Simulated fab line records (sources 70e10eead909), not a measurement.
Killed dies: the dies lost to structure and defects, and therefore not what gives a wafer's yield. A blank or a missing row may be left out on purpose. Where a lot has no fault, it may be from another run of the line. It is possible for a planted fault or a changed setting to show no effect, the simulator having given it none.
Matching of chambers    flow nand harc    NHARC_A_STAIRCASE_ETCH_313 on rie diel-02: 4 sister chambers
The step etches the open film in CF4/CHF3. 4 wafers are shown with their chamber, then 6 later ones without.

WAFERS, EACH WITH ITS CHAMBER
wafer   chamber  drypump motor current A (A)
L084.1  1        5.58
L085.4  0        5.79
L090.2  3        5.23
L090.3  2        5.86

WAFERS WHOSE CHAMBER IS MISSING
wafer   drypump motor current A (A)
L090.6  5.79
L094.1  5.86
L094.3  5.21
L094.4  5.61
L096.2  5.23
L096.4  5.59

WHICH CHAMBER EACH ONE RAN IN
wafer   from the rows above  in truth
L090.6  0                    0
L094.1  2                    2
L094.3  3                    3
L094.4  1                    1
L096.2  3                    3
L096.4  1                    1
Correctly placed: 6 of 6. From these rows, 0 cannot be placed. Number placed wrongly: 0.
How it was worked out, from the rows above alone: a wafer's distance from a chamber is the root of the sum, over the readings, of the square of ((its reading less the chamber's mean) divided by the reading's scatter). The wafer belongs to the nearest chamber; if the next one is less than 2 further off, it can't be placed. A chamber's mean is the mean of its shown wafers. The scatter (one wafer shown for each chamber): square how far every hidden wafer sits from the nearest shown wafer, average those squares and take the square root.
